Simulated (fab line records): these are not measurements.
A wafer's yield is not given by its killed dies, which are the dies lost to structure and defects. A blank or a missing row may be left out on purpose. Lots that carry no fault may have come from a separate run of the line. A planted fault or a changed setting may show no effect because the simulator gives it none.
A struck lot beside a sound one / flow n5Finfet / 18 steps out of a route of 1938
Sound: these wafers, L277.1, L277.3, L277.5. Struck: wafers L263.1, L263.2, L263.5. Last of all comes the cause.
Order at every step that has rows: each side's tool, ch and its chambers, its first start. Under that, the readings that differ: sound wafers / struck wafers / difference of the means / sigmas: that difference in standard deviations of wafers without a fault.
alike: readings whose means differ by less than 2 such deviations, and words and numbers that are the same on both sides. not compared: withheld readings, readings that some wafer has no value for, bounds like >300 that may hide the same value, and numbers for which the record gives no deviation and whose values overlap.
A row with sigmas, a row that says differs or no value, or rows on one side alone: a step with any of these is where the two part. When numbers do not overlap yet have no deviation, they are printed without sigmas and do not part them. A reading missing from all wafers of one side parts the sides only when that side holds two or more wafers.

first, 1 step without rows for these wafers: N5_MIM_TOP_LITHO_HARDBAKE_09 (time 120 s).
N5_MIM_TOP_LITHO_CD_MEAS_08: the cd target is 2000 nm.
  sound on cdSem-02 ch 0, day 18 04:22; struck on cdSem-02 ch 0, day 17 21:52
  alike: cdNm
N5_MIM_TOP_LITHO_OVL_MEAS_11:
  sound on overlay-01 ch 0, day 18 04:24; struck on overlay-01 ch 0, day 17 21:54
  alike: MIM_TOP_OVL
N5_MIM_TOP_LITHO_INSPECT_12: inspects for defects (macro).
  sound on defectInspect-02 at day 18 04:38; struck on defectInspect-02 at day 17 21:55
  alike: rawDefectCount
N5_MIM_TOP_LITHO_DESCUM_10: chemistry O2, time 7.9 s.
  sound on rieDiel-01 ch 0,2, day 18 04:40; struck on rieDiel-03 ch 0,2,3, day 17 21:58
  alike: drypumpMotorCurrentA, oesProductAu, rfVppV, showerheadPlenumPTorr, throttleValvePct
  not compared: rfHoursCounterH
N5_MIM_TOP_ETCH_ETCH_00: etches TiN in Cl2/BCl3, target depth 38.5 nm.
  sound on rieMetal-03 ch 0,1, day 18 04:45; struck on rieMetal-02 ch 0,1, day 17 22:02
  alike: drypumpMotorCurrentA, heBacksideLeakSccm, oesProductAu, throttleValvePct
  not compared: rfHoursCounterH
N5_MIM_TOP_ETCH_STRIP_01: strips in O2.
  sound on rieDiel-04 ch 2,3, day 18 04:54; struck on rieDiel-04 ch 0,2,3, day 17 22:11
  alike: drypumpMotorCurrentA, oesProductAu, rfVppV, showerheadPlenumPTorr, throttleValvePct
  not compared: rfHoursCounterH
N5_MIM_TOP_ETCH_PECVD_03: deposits SiNx from SiH4/NH3/N2, target thk 20 nm, time 17.6 s.
  sound on pecvd-01 ch 0,2, day 18 04:58; struck on pecvd-04 ch 0,2, day 17 22:15
  alike: heaterPowerOuterW, heaterPowerW, showerheadPlenumPTorr, throttleValvePct
then, 4 steps without rows for these wafers: N5_MIM_BOT_LITHO_HMDS_01 (time 60 s); N5_MIM_BOT_LITHO_COAT_02; N5_MIM_BOT_LITHO_EBR_04; N5_MIM_BOT_LITHO_SOFTBAKE_03 (time 90 s).
N5_MIM_BOT_LITHO_EXPOSE_05: exposes mask MIM BOT.
  sound on krfScanner-01 ch 0, day 18 05:16; struck on krfScanner-02 ch 0, day 17 22:26
reading=exposureDoseMJCm2; sound=24.290 24.267 24.304; struck=21.727 21.732 21.758; difference=-2.548; sigmas=-99 or more
  alike: mask
then, 3 steps without rows for these wafers: N5_MIM_BOT_LITHO_PEB_06; N5_MIM_BOT_LITHO_DEVELOP_07 (develop time 60 s); N5_MIM_BOT_LITHO_HARDBAKE_09 (time 120 s).
N5_MIM_BOT_LITHO_CD_MEAS_08: the cd target is 3000 nm.
  sound on cdSem-03 ch 0, day 18 05:26; struck on cdSem-02 ch 0, day 17 22:36
reading=cdNm (nm); sound=3001.0 3000.1 3000.0; struck=2983.4 2981.8 2980.4; difference=-18.5; sigmas=-9
N5_MIM_BOT_LITHO_OVL_MEAS_11:
  sound on overlay-02 ch 0, day 18 05:28; struck on overlay-02 ch 0, day 17 22:38
  alike: MIM_BOT_OVL

== WHERE THEY PART ==
First at N5_MIM_BOT_LITHO_EXPOSE_05; last, within this record, at N5_MIM_BOT_LITHO_CD_MEAS_08. Later steps at which nothing parts them and some readings are alike: N5_MIM_BOT_LITHO_OVL_MEAS_11.

WHY: whatever the simulator had introduced
Drift in process parameters on krfScanner-02 at N5_MIM_BOT_LITHO_EXPOSE_05, starting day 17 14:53. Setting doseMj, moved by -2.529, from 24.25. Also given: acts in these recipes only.
